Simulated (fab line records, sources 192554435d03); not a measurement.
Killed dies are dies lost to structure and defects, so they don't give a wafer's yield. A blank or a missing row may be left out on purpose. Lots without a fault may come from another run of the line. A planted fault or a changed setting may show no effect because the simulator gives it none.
fab line records | flow n5_finfet
record lots=5 wafers=14 last_day=19
route steps=1938 shown MOL_CONTACT_COAG@626 BEOL_M0_SAQP@632 BEOL_M4@1111 PASSIVATION@1936
lots that met no fault: from a run of the same line without faults
start_h: hours from the record's first day to the start of the lot's first wafer shown | wait_h: hours since the lot's step before | " the same as in the row above | L1.1+2: a row that stands for several wafers | - no value, or no start given | * or withheld: withheld | < > ~ a bound
route shown NAME@n: a module of which the file shows steps, and the number in the route of the first | usual: mean/standard deviation of fault-free wafers | same: alike in all rows | chamber/n: place in a boat | sites: the reading at each site | _std_site: their standard deviation | _edge_site: outer sites' mean less inner sites' | radius_mm: how far each site lies from the wafer's centre | mask NAME#n: copy n | behind: the tool/chamber that last shaped the wafer | hold: why the lot was held/for how many hours/how that ended | device: the transistor (n, p or np) that didn't switch | end of line: the same wafers' tests at the end of the route | a step without rows: its recipe alone | killed: dies lost to structure and defects at the first sort, not the wafer's yield | map: a wafer's dies, x killed, . not, _ none there
set.NAME: the setting as run; set.NAME@STEP: as run at that earlier step | model.NAME: the simulator's own value behind a step, which no gauge read
lots at some steps of the route; a table a step, a row a wafer
services: from which hour (start_h, from the record's first day; less than 0 if before it) a tool's chamber was out of use, for how many hours, and why
## steps
# step N5_MOL_CONTACT_COAG_SRD_128
# recipe dry_time_s=32 dry=n2_spin spin_rpm=1500
# step N5_MOL_CONTACT_COAG_CMP_52
# recipe stop_on=SiO2 t_overpolish_s=1.5 post_cmp_clean=w_dilute_nh4oh down_force_psi=4 platen_rpm=50.289 pad_velocity_m_s=1.0006 target_thk_nm=66.5
# step N5_MOL_CONTACT_COAG_THK_MEAS_53
# recipe reads=SiO2_of_MOL_CONTACT_COAG_PECVD_31
# usual VIA_MOL_THK=43.9/0.64
# columns lot.wafer tool chamber start_h wait_h VIA_MOL_THK[nm]
L288.1 film_metro-01 - 101.14 - 43.9
L288.3 " - " " 43.4
L288.5 " - " " 43.8
L291.2 film_metro-01 - 120.05 - 43.0
L291.3 " - " " 42.6
L291.4 " - " " 43.8
L299.1 film_metro-02 - 171.16 - 43.9
L299.2 " - " " 43.6
L299.5 " - " " 44.7
L300.1 film_metro-02 - 178.00 - 42.9
L300.4 " - " " 44.3
L300.6 " - " " 43.1
L310.3 film_metro-01 - 232.68 - 43.3
L310.6 " - " " 44.6
# step N5_MOL_CONTACT_COAG_ANNEAL_112
# recipe temp_c=400 time_s=1800 ambient=HPD2 pressure_atm=10
# usual spike_tc_top_C=424.1/1 wafer_temp_C_max=401.7/0.35
# columns lot.wafer tool chamber start_h wait_h spike_tc_top_C wafer_temp_C_max
L288.1 hp_anneal-01 0 104.04 2.9 424.1 402.3
L288.3 " 0 " " 424.5 401.7
L288.5 " 0 " " 423.9 401.3
L291.2 hp_anneal-01 0 120.26 0.2 425.9 401.9
L291.3 " 0 " " 423.6 401.7
L291.4 " 0 " " 424.9 401.4
L299.1 hp_anneal-01 0 172.14 1.0 424.2 401.3
L299.2 " 0 " " 425.6 401.8
L299.5 " 0 " " 424.0 401.5
L300.1 hp_anneal-01 0 178.03 0.0 423.0 401.2
L300.4 " 0 " " 424.3 401.3
L300.6 " 0 " " 425.0 402.0
L310.3 hp_anneal-01 0 232.70 0.0 422.1 401.8
L310.6 " 0 " " 423.4 402.2
# step N5_MOL_CONTACT_COAG_INSPECT_97
# recipe inspect_instrument=darkfield mode=post_anneal
# usual raw_defect_count=40/14
# columns lot.wafer tool chamber start_h wait_h raw_defect_count
L288.1 defect_inspect-02 - 107.08 0.0 38
L288.3 " - " " 37
L288.5 " - " " 36
L291.2 defect_inspect-01 - 123.30 0.0 39
L291.3 " - " " 54
L291.4 " - " " 21
L299.1 defect_inspect-02 - 175.17 0.0 46
L299.2 " - " " 40
L299.5 " - " " 55
L300.1 defect_inspect-02 - 181.05 0.0 25
L300.4 " - " " 31
L300.6 " - " " 30
L310.3 defect_inspect-02 - 235.77 0.1 40
L310.6 " - " " 52
# step N5_BEOL_M0_SAQP_PECVD_00
# recipe material=SiCN target_thk_a=80 temp_c=withheld precursor=3MS/NH3 pressure_torr=3 rf_w=202 time_s=14
# usual showerhead_plenum_p_Torr=3.657/0.011 throttle_valve_pct=9.2/0.58
# columns lot.wafer tool chamber start_h wait_h showerhead_plenum_p_Torr throttle_valve_pct
L288.1 pecvd-02 1 107.41 0.2 3.662 9.3
L288.3 " 2 " " 3.645 8.3
L288.5 " 0 " " 3.682 9.7
L291.2 pecvd-03 1 123.62 0.2 3.648 8.9
L291.3 " 2 " " 3.655 8.6
L291.4 " 0 " " 3.651 8.7
L299.1 pecvd-04 2 175.50 0.2 3.630 9.1
L299.2 " 1 " " 3.651 10.2
L299.5 " 0 " " 3.658 9.1
L300.1 pecvd-04 2 181.39 0.2 3.632 9.0
L300.4 " 1 " " 3.657 10.1
L300.6 " 2 " " 3.648 9.0
L310.3 pecvd-03 2 236.06 0.1 3.658 8.3
L310.6 " 1 " " 3.648 8.6
# step N5_BEOL_M0_SAQP_ILD_DEP_01
# recipe material=SiOC target_thk_a=454.19 temp_c=350 precursor=DEMS/O2 pressure_torr=5 rf_w=500 time_s=8.7
# usual heater_power_w=517/81 showerhead_plenum_p_Torr=5.686/0.013 throttle_valve_pct=12.1/0.76
# columns lot.wafer tool chamber start_h wait_h heater_power_w showerhead_plenum_p_Torr throttle_valve_pct
L288.1 pecvd-02 1 107.44 0.0 464 5.672 12.0
L288.3 " 2 " " 498 5.676 10.8
L288.5 " 0 " " 602 5.703 13.0
L291.2 pecvd-03 1 123.64 0.0 466 5.681 11.6
L291.3 " 2 " " 585 5.680 11.2
L291.4 " 0 " " 520 5.686 11.7
L299.1 pecvd-04 2 175.52 0.0 637 5.681 11.7
L299.2 " 1 " " 437 5.696 13.3
L299.5 " 0 " " 389 5.693 11.8
L300.1 pecvd-04 2 181.41 0.0 602 5.660 11.8
L300.4 " 1 " " 483 5.681 13.3
L300.6 " 2 " " 641 5.681 12.0
L310.3 pecvd-03 2 236.09 0.0 635 5.680 11.3
L310.6 " 1 " " 425 5.679 11.8
# step N5_BEOL_M0_SAQP_HM_DEP_02
# recipe material=TiN target_thk_a=120 temp_c=25 chamber_pressure_pa=0.49996
# usual throttle_valve_pct=29.8/0.65
# columns lot.wafer tool chamber start_h wait_h throttle_valve_pct
L288.1 pvd_sputter-03 - 108.92 1.5 29.2
L288.3 " - " " 29.8
L288.5 " - " " 29.8
L291.2 pvd_sputter-01 - 124.72 1.1 30.0
L291.3 " - " " 28.2
L291.4 " - " " 31.3
L299.1 pvd_sputter-01 - 177.43 1.9 30.0
L299.2 " - " " 31.3
L299.5 " - " " 30.9
L300.1 pvd_sputter-01 - 181.83 0.4 30.1
L300.4 " - " " 30.1
L300.6 " - " " 29.9
L310.3 pvd_sputter-02 - 236.54 0.4 29.9
L310.6 " - " " 29.6
# step N5_BEOL_M0_SAQP_PECVD_03
# recipe material=SiCN target_thk_a=120 temp_c=withheld precursor=3MS/NH3 pressure_torr=3 rf_w=202 time_s=21.1
# step N5_BEOL_M0_SAQP_PECVD_96
# recipe material=a-Si target_thk_a=450 temp_c=350 precursor=SiH4/He pressure_torr=3 rf_w=100 time_s=45.2
# step N5_BEOL_M0_SAQP_PECVD_97
# recipe material=SiNx target_thk_a=230 temp_c=350 precursor=SiH4/NH3/N2 pressure_torr=1.5 rf_w=300 time_s=19.9
# step N5_BEOL_M0_SAQP_PECVD_04
# recipe material=a-Si target_thk_a=600 temp_c=350 precursor=SiH4/He pressure_torr=3 rf_w=100 time_s=60.2
# usual heater_power_w=665/81 showerhead_plenum_p_Torr=5.63/0.036 throttle_valve_pct=18.0/1
# columns lot.wafer tool chamber start_h wait_h heater_power_w showerhead_plenum_p_Torr throttle_valve_pct model.a-Si_of_BEOL_M0_SAQP_PECVD_04.thk_nm
L288.1 pecvd-02 0 109.16 0.0 728 5.74 19.3 59.2
L288.3 " 1 " " 519 5.63 18.4 59.6
L288.5 " 1 " " 524 5.64 18.3 60.2
L291.2 pecvd-04 2 124.96 0.0 782 5.61 18.0 59.4
L291.3 " 0 " " 581 5.65 18.2 59.4
L291.4 " 0 " " 595 5.64 18.3 60.8
L299.1 pecvd-03 1 177.66 0.0 594 5.60 17.7 58.6
L299.2 " 0 " " 664 5.61 17.7 57.6
L299.5 " 2 " " 791 5.65 17.3 59.6
L300.1 pecvd-03 1 182.06 0.0 633 5.60 17.5 59.8
L300.4 " 0 " " 621 5.62 17.6 59.8
L300.6 " 2 " " 785 5.64 17.1 60.8
L310.3 pecvd-03 2 236.77 0.0 766 5.65 17.0 60.2
L310.6 " 0 " " 638 5.61 17.9 82
# step N5_BEOL_M0_SAQP_THK_MEAS_05
# usual thk_nm=59.7/0.8
# columns lot.wafer tool chamber start_h wait_h thk_nm
L288.1 film_metro-01 - 109.25 0.1 59.2
L288.3 " - " " 59.7
L288.5 " - " " 60.1
L291.2 film_metro-01 - 125.05 0.1 59.5
L291.3 " - " " 59.4
L291.4 " - " " 60.7
L299.1 film_metro-02 - 177.76 0.1 58.6
L299.2 " - " " 57.7
L299.5 " - " " 59.7
L300.1 film_metro-02 - 182.16 0.1 59.9
L300.4 " - " " 59.8
L300.6 " - " " 60.9
L310.3 film_metro-01 - 236.87 0.1 60.2
L310.6 " - " " 82.1
# step N5_BEOL_M0_SAQP_HM_DEP_111
# recipe material=SiO2 target_thk_a=120 temp_c=400 precursor=SiH4/N2O pressure_torr=0.75 rf_w=275 time_s=7.2
# usual heater_power_w=823/100 showerhead_plenum_p_Torr=8.11/0.13
# columns lot.wafer tool chamber start_h wait_h heater_power_w showerhead_plenum_p_Torr
L288.1 pecvd-03 1 109.29 0.0 687 7.97
L288.3 " 0 " " 836 7.99
L288.5 " 2 " " 1015 8.11
L291.2 pecvd-02 2 125.09 0.0 836 8.03
L291.3 " 1 " " 669 8.08
L291.4 " 0 " " 934 8.33
L299.1 pecvd-03 0 177.80 0.0 856 8.00
L299.2 " 2 " " 972 8.11
L299.5 " 2 " " 940 8.12
L300.1 pecvd-04 1 182.20 0.0 816 8.06
L300.4 " 0 " " 744 8.11
L300.6 " 1 " " 810 8.08
L310.3 pecvd-02 1 236.96 0.1 749 8.09
L310.6 " 1 " " 763 8.06
# step N5_BEOL_M0_SAQP_COAT_81
# recipe resist=SOC temp_c=250 time_s=60 spin_rpm=1500 resist_thk_nm=100
# step N5_BEOL_M0_SAQP_COAT_82
# recipe resist=SiARC temp_c=220 time_s=60 spin_rpm=1500 resist_thk_nm=30
# step N5_BEOL_M0_SAQP_COAT_08
# recipe resist=CAR-ArF spin_rpm=1500 resist_thk_nm=90
# step N5_BEOL_M0_SAQP_EBR_10
# recipe solvent=PGMEA ebr_width_mm=1.5
# step N5_BEOL_M0_SAQP_SOFTBAKE_09
# recipe temp_c=110 time_s=60 resist=CAR-ArF
# step N5_BEOL_M0_SAQP_EXPOSE_11
# recipe mask_id=M0_CORE na=1.35 source_shape=dipole sigma_inner=0.538 sigma_outer=0.738 polarization=te target_cd_nm=42 dose_mj=55
# step N5_BEOL_M0_SAQP_PEB_12
# recipe peb_temp_c=withheld peb_time_s=60 resist=CAR-ArF
# step N5_BEOL_M0_SAQP_DEVELOP_13
# recipe develop_time_s=30 developer=TMAH resist=CAR-ArF dev_temp_c=23 rinse_liquid=diw dry=air_spin
# step N5_BEOL_M0_SAQP_CD_MEAS_14
# recipe target_cd_nm=42.5 landing_energy_ev=500 detector=se_inlens
# usual cd_nm=42.5/0.35
# columns lot.wafer tool chamber start_h wait_h cd_nm
L288.1 cd_sem-03 0 109.74 - 42.4
L288.3 " 0 " " 42.8
L288.5 " 0 " " 42.4
L291.2 cd_sem-02 0 125.41 - 41.9
L291.3 " 0 " " 41.8
L291.4 " 0 " " 41.7
L299.1 cd_sem-03 0 178.24 - 42.4
L299.2 " 0 " " 42.7
L299.5 " 0 " " 42.5
L300.1 cd_sem-03 0 182.52 - 43.1
L300.4 " 0 " " 43.5
L300.6 " 0 " " 42.4
L310.3 cd_sem-01 0 237.45 - 42.5
L310.6 " 0 " " 42.7
# step N5_BEOL_M0_SAQP_OVL_MEAS_15
# recipe points_per_wafer=44
# usual M0_CORE_OVL=-0.2/0.77
# same points_per_wafer=44
# columns lot.wafer tool chamber start_h wait_h M0_CORE_OVL[nm]
L288.1 overlay-02 0 109.77 0.0 0.6
L288.3 " 0 " " 1.0
L288.5 " 0 " " 0.7
L291.2 overlay-02 0 125.44 0.0 0.4
L291.3 " 0 " " -0.5
L291.4 " 0 " " 0.5
L299.1 overlay-02 0 178.27 0.0 -0.3
L299.2 " 0 " " -0.5
L299.5 " 0 " " -0.4
L300.1 overlay-02 0 182.55 0.0 -1.1
L300.4 " 0 " " -1.5
L300.6 " 0 " " -0.8
L310.3 overlay-01 0 237.48 0.0 -0.8
L310.6 " 0 " " -1.3
# step N5_BEOL_M0_SAQP_INSPECT_16
# recipe mode=adi inspect_instrument=brightfield
# usual raw_defect_count=501/130
# columns lot.wafer tool chamber start_h wait_h raw_defect_count
L288.1 defect_inspect-01 - 109.79 0.0 453
L288.3 " - " " 725
L288.5 " - " " 1006
L291.2 defect_inspect-01 - 125.46 0.0 269
L291.3 " - " " 485
L291.4 " - " " 255
L299.1 defect_inspect-02 - 178.30 0.0 584
L299.2 " - " " 566
L299.5 " - " " 488
L300.1 defect_inspect-02 - 182.57 0.0 585
L300.4 " - " " 501
L300.6 " - " " 463
L310.3 defect_inspect-02 - 237.51 0.0 355
L310.6 " - " " 434
# step N5_BEOL_M0_SAQP_DESCUM_19
# recipe chemistry=O2 time_s=7.9 source_power_w=50 bias_power_w=20 pressure_mtorr=20 rf_frequency_hz=2.712e+07 temp_c=40 resist=CAR-ArF o2_flow_sccm=225
# step N5_BEOL_M0_SAQP_ETCH_83
# recipe chemistry=CF4 target=SiARC target_depth_a=390 mask_material=CAR-ArF time_s=65 ion_energy_ev=80 pressure_mtorr=40 source_w=545 bias_w=36 Ar_flow_sccm=100 cf4_flow_sccm=100 ends=cleared
# step N5_BEOL_M0_SAQP_ETCH_84
# recipe chemistry=N2/H2 target=SOC target_depth_a=1000 overetch_a=200 mask_material=SiARC temp_c=40 time_s=150 ion_energy_ev=200 pressure_mtorr=30 source_w=840 bias_w=150 n2_flow_sccm=200 h2_flow_sccm=200
# step N5_BEOL_M0_SAQP_STRIP_80
# recipe chemistry=N2/H2 temp_c=40 n2_flow_sccm=200 h2_flow_sccm=200 rf_frequency_hz=6e+07
# step N5_BEOL_M0_SAQP_HM_OPEN_112
# recipe chemistry=CHF3/O2 target=SiO2 stop_on=a-Si target_depth_a=120 over_etch_frac=1.25 mask_material=SOC time_s=13.5 pressure_mtorr=30 source_w=650 bias_w=170 Ar_flow_sccm=200 CHF3_flow_sccm=50 O2_flow_sccm=5 ion_energy_ev=200 ends=end_point
# step N5_BEOL_M0_SAQP_STRIP_113
# recipe chemistry=CHF3/O2 resist=SiARC rf_frequency_hz=6e+07
# step N5_BEOL_M0_SAQP_MANDREL_ETCH_20
# recipe target_depth_a=600 chemistry=HBr/Cl2 target=a-Si stop_on=SiNx bt_time_s=10 mask_material=SOC over_etch_frac=0.5 time_s=30 pressure_mtorr=10 icp_w=800 bias_w=75 HBr_flow_sccm=150 Cl2_flow_sccm=80 ends=end_point
# usual drypump_motor_current_A=6.0/0.4 oes_product_au=0.776/0.015 throttle_valve_pct=35.5/0.39
# columns lot.wafer tool chamber start_h wait_h drypump_motor_current_A oes_product_au rf_hours_counter_h throttle_valve_pct model.etch.depth_nm
L288.1 rie_si-06 3 110.67 0.0 6.3 0.780 194 35.2 59.21
L288.3 " 0 " " 5.6 0.775 88 35.1 59.61
L288.5 " 0 " " 5.6 0.775 - 35.1 60.14
L291.2 rie_si-06 2 126.22 0.0 5.3 0.760 0 35.3 59.42
L291.3 " 3 " " 6.3 0.782 194 35.2 59.39
L291.4 " 1 " " 6.1 0.781 34 35.1 60.74
L299.1 rie_si-06 2 178.61 0.0 5.3 0.748 1 35.3 58.59
L299.2 " 3 " " 6.3 0.758 0 35.4 57.69
L299.5 " 2 " " 5.3 0.753 - 35.3 59.6
L300.1 rie_si-03 3 182.88 0.0 6.0 0.783 85 36.4 59.82
L300.4 " 1 " " 6.4 0.803 28 35.0 59.79
L300.6 " 3 " " 6.0 0.795 - 36.4 60.86
L310.3 rie_si-03 2 237.81 0.0 6.5 0.748 10 35.6 60.13
L310.6 " 1 " " 6.4 0.957 - 34.6 82.06
# step N5_BEOL_M0_SAQP_STRIP_86
# recipe chemistry=N2/H2 power_w=500 temp_c=40 pressure_mtorr=50 rf_frequency_hz=6e+07 overash_fraction=0.3 bias_power_w=28 h2_frac=0.5 n2_flow_sccm=300 h2_flow_sccm=300
# step N5_BEOL_M0_SAQP_STRIP_115
# recipe chemistry=post_etch_residue_remover time_s=60 temp_c=25 remover_ph=withheld remover_water_wt_pct=withheld remover_fluoride_wt_pct=withheld
# step N5_BEOL_M0_SAQP_SRD_93
# recipe dry=ipa_marangoni time_s=30 temp_c=23 rinse_liquid=diw
# step N5_BEOL_M0_SAQP_RECESS_114
# recipe chemistry=HF/NH3 target=SiO2 target_depth_a=144 afs_cycles=3 temp_c=30 sublimation_temp_c=180 sublimation_time_s=60
# step N5_BEOL_M0_SAQP_SPACER1_ALD_98
# recipe material=SiO2 target_thk_a=128 temp_c=300 ald_precursor_family=BDEAS ald_co_reactant=O2-plasma pulse_time_s=1 purge_time_s=2 co_reactant_purge_time_s=2 ald_cycles=138 pressure_torr=2
# step N5_BEOL_M0_SAQP_SPACER1_ETCHBACK_99
# recipe chemistry=CHF3/O2 mode=anisotropic_etchback target=SiO2 target_depth_a=154 time_s=7.7 pressure_mtorr=30 source_w=650 bias_w=170 Ar_flow_sccm=200 CHF3_flow_sccm=50 O2_flow_sccm=5 ion_energy_ev=200
# usual drypump_motor_current_A=5.6/0.5 oes_f_703_au=0.76/0.078 oes_product_au=0.76/0.082 rf_vpp_V=531/6.3 showerhead_plenum_p_Torr=2.43/0.073 throttle_valve_pct=18.80/0.16
# columns lot.wafer tool chamber start_h wait_h drypump_motor_current_A oes_f_703_au oes_product_au rf_hours_counter_h rf_vpp_V showerhead_plenum_p_Torr throttle_valve_pct model.a-Si_of_BEOL_M0_SAQP_PECVD_04.thk_nm
L288.1 rie_diel-02 2 112.35 0.3 5.6 0.74 0.75 162 531 2.48 18.60 58.6
L288.3 " 0 " " 5.0 0.73 0.70 213 530 2.48 18.62 59
L288.5 " 1 " " 6.5 0.78 0.79 - 530 2.34 19.01 59.6
L291.2 rie_diel-05 3 127.35 0.3 4.9 0.68 0.71 206 540 2.49 18.87 58.8
L291.3 " 2 " " 5.6 0.69 0.67 229 534 2.29 18.94 58.8
L291.4 " 0 " " 5.6 0.71 0.71 235 518 2.37 19.11 60.2
L299.1 rie_diel-03 3 181.00 0.3 5.2 0.80 0.84 56 539 2.46 18.76 58
L299.2 " 0 " " 5.1 0.73 0.73 200 538 2.47 18.87 57
L299.5 " 3 " " 5.1 0.80 0.84 - 539 2.46 18.76 59
L300.1 rie_diel-03 3 185.45 0.3 5.2 0.80 0.84 58 539 2.46 18.75 59.2
L300.4 " 3 " " 5.1 0.80 0.83 - 539 2.46 18.76 59.2
L300.6 " 0 " " 5.1 0.72 0.72 - 538 2.47 18.86 60.2
L310.3 rie_diel-03 0 238.95 0.3 5.1 0.71 0.72 217 538 2.47 18.89 59.6
L310.6 " 3 " " 5.2 0.77 0.82 - 539 2.45 18.80 81.4
# step N5_BEOL_M0_SAQP_MANDREL1_REMOVE_100
# recipe chemistry=HBr/Cl2/O2 bt_time_s=10 target=a-Si stop_on=SiNx endpoint=OES-SiCl over_etch_frac=0.85 icp_w=600 bias_w=30 HBr_flow_sccm=150 Cl2_flow_sccm=80 O2_flow_sccm=5 pressure_mtorr=10
# step N5_BEOL_M4_RC_MEAS_101
# usual DIBL_N=36.0/1.9 DIBL_P=35.6/2.2 IOFF_N=0.15/0.031 IOFF_P=0.19/0.032 ION_N=668/11 ION_P=455/7.2 SS_N=71.5/0.65 SS_P=73.4/0.64 VT_N=251/3.6 VT_P=-253/3.3
# columns lot.wafer tool chamber start_h wait_h DIBL_N[mV/V] DIBL_P[mV/V] IOFF_N[nA/um] IOFF_P[nA/um] ION_N[uA/um] ION_P[uA/um] SS_N[mV/dec] SS_P[mV/dec] VT_N[mV] VT_P[mV]
L288.1 prober-01 0 190.02 0.0 37.8 36.5 0.18 0.22 673 455 70.8 72.9 247 -249
L288.3 " 0 " " 34.8 32.4 0.13 0.16 662 458 70.9 72.3 254 -255
L288.5 " 0 " " 34.9 32.4 0.13 0.16 660 450 70.6 72.4 253 -253
L291.2 prober-02 0 226.81 0.2 38.0 38.6 0.21 0.24 678 460 72.4 73.2 245 -249
L291.3 " 0 " " 35.6 35.3 0.15 0.19 671 460 71.4 72.9 253 -252
L291.4 " 0 " " 37.9 38.4 0.19 0.23 674 453 71.7 74.3 247 -251
L299.1 prober-02 0 292.04 0.0 35.0 32.8 0.13 0.16 653 449 71.0 73.1 254 -253
L299.2 " 0 " " 36.5 34.8 0.16 0.19 683 461 71.6 74.3 249 -251
L299.5 " 0 " " 33.8 31.3 0.12 0.15 658 451 69.9 72.9 251 -254
L300.1 prober-01 0 295.21 0.0 35.4 33.1 0.12 0.16 665 460 71.2 73.1 253 -253
L300.4 " 0 " " 39.6 37.9 0.19 0.23 675 458 72.4 74.5 248 -250
L300.6 " 0 " " 34.6 32.3 0.11 0.15 647 444 71.0 72.8 258 -255
L310.3 prober-02 0 334.02 0.3 31.3 31.4 0.09 0.12 643 437 70.9 73.3 258 -261
L310.6 " 0 " " 33.4 34.2 0.12 0.14 659 441 71.5 73.0 257 -262
# step N5_PASSIVATION_PROBE_49
# usual defect_limited_yield=91.3/1.4 killed_at_M0_to_M3=34/10 killed_at_M4_up=14/5.5 killed_at_contacts=12/6 killed_at_front_end=40/10 killed_at_other=3.0/2.4 killed_dies=103/17 killed_open=68/13 killed_short=34/7.8 sort_bin_5_function=5.1/0.97 sort_bin_6_memory=3.3/0.66 sort_bin_8_speed=0.02/0.12 sort_n_pass=1077/17 sort_yield_pct=91.2/1.4
# same gross_dies=1180 killed_at_back_side=0 sort_bin_4_leakage[%]=0
# columns lot.wafer tool chamber start_h wait_h defect_limited_yield[%] killed_at_M0_to_M3 killed_at_M4_up killed_at_contacts killed_at_front_end killed_at_other killed_dies killed_open killed_short sort_bin_5_function[%] sort_bin_6_memory[%] sort_bin_8_speed[%] sort_n_pass sort_yield_pct[%]
L299.1 prober-01 - 399.57 0.0 91.4 30 14 20 37 0 101 64 36 4.7 3.7 0 1079 91.4
L299.2 prober-01 - 399.62 0.1 90.4 32 17 14 49 1 113 78 34 5.0 4.2 0 1067 90.4
L299.5 prober-01 - 399.77 0.2 92.4 17 14 20 37 2 90 56 32 4.8 2.6 0 1090 92.4
# killed by level:class
L299.1 MOL_CONTACT_COAG:geometric_particle:open=16 STI_FIN_REVEAL:geometric_particle:open=10 BEOL_M0_SAQP:geometric_particle:short=8 FIN_SAQP:geometric_particle:short=7 BEOL_M1:geometric_particle:open=6 DUMMY_GATE:geometric_particle:open=5 BEOL_M0_SAQP:geometric_particle:open=5 BEOL_M3:geometric_particle:open=4
L299.2 STI_FIN_REVEAL:geometric_particle:open=14 FIN_SAQP:geometric_particle:open=12 MOL_CONTACT_COAG:geometric_particle:open=11 FIN_SAQP:geometric_particle:short=7 BEOL_M1:geometric_particle:open=7 BEOL_M0_SAQP:geometric_particle:short=6 BEOL_M4:geometric_particle:open=6 BEOL_M3:geometric_particle:short=5
L299.5 STI_FIN_REVEAL:geometric_particle:open=14 MOL_CONTACT_COAG:geometric_particle:open=14 FIN_SAQP:geometric_particle:short=6 MOL_CONTACT_COAG:geometric_particle:short=6 BEOL_M3:geometric_particle:open=6 STI_FIN_REVEAL:geometric_particle:short=4 BEOL_M0_SAQP:geometric_particle:short=4 BEOL_M3:geometric_particle:short=4
## services
# columns tool chamber start_h hours kind
pecvd-04 1 81.71 5.5 scheduled_down
pvd_sputter-02 - 83.27 13.7 repair
pecvd-03 0 89.01 2.1 scheduled_down
pvd_sputter-03 - 93.21 4.6 repair
pecvd-04 1 103.45 2.1 scheduled_down
rie_diel-03 - 107.77 2.8 pm
rie_diel-02 1 125.47 2.9 repair
pecvd-03 - 125.98 0.6 repair
rie_si-03 1 129.82 11.1 repair
rie_si-03 - 131.25 1.3 repair
pvd_sputter-01 - 133.60 1.9 repair
pvd_sputter-01 - 143.27 4.6 repair
pecvd-03 0 144.63 19.6 repair
rie_diel-05 - 154.02 2.8 pm
rie_diel-02 1 154.53 9.8 repair
rie_si-03 3 155.78 5.0 repair
pecvd-04 2 159.21 5.5 scheduled_down
pecvd-02 2 163.09 76.1 repair
rie_si-06 - 170.33 2.8 pm
rie_diel-05 3 171.94 12.6 repair
rie_diel-03 0 202.03 2.2 repair
pecvd-04 2 202.38 - clean
pecvd-04 2 202.38 - consumable_replace:showerhead
rie_diel-02 1 229.90 7.5 repair
## key
first_sign step=N5_BEOL_M0_SAQP_THK_MEAS_05 reading=thk_nm direction=up sigmas=28 usual=* struck=*
effect step=N5_BEOL_M0_SAQP_MANDREL_ETCH_20 reading=oes_product_au direction=up sigmas=12 usual=0.776 struck=0.957
model_effect step=N5_BEOL_M0_SAQP_PECVD_04 value=a-Si_of_BEOL_M0_SAQP_PECVD_04.thk_nm without=59.2 struck=82
model_effect step=N5_BEOL_M0_SAQP_MANDREL_ETCH_20 value=etch.depth_nm without=59.11 struck=82.06
model_effect step=N5_BEOL_M0_SAQP_SPACER1_ETCHBACK_99 value=a-Si_of_BEOL_M0_SAQP_PECVD_04.thk_nm without=58.4 struck=81.4
met_at N5_BEOL_M0_SAQP_PECVD_04
struck_wafers L310.6
onset_between 182.06 236.77
fault kind=process_parameter_drift tool=pecvd-03 chamber=- onset_h=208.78 steps=N5_BEOL_M0_SAQP_PECVD_04 channel=time_s offset=* shape=step end_h=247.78 scope=struck_wafers_only acts_in=* stated=*
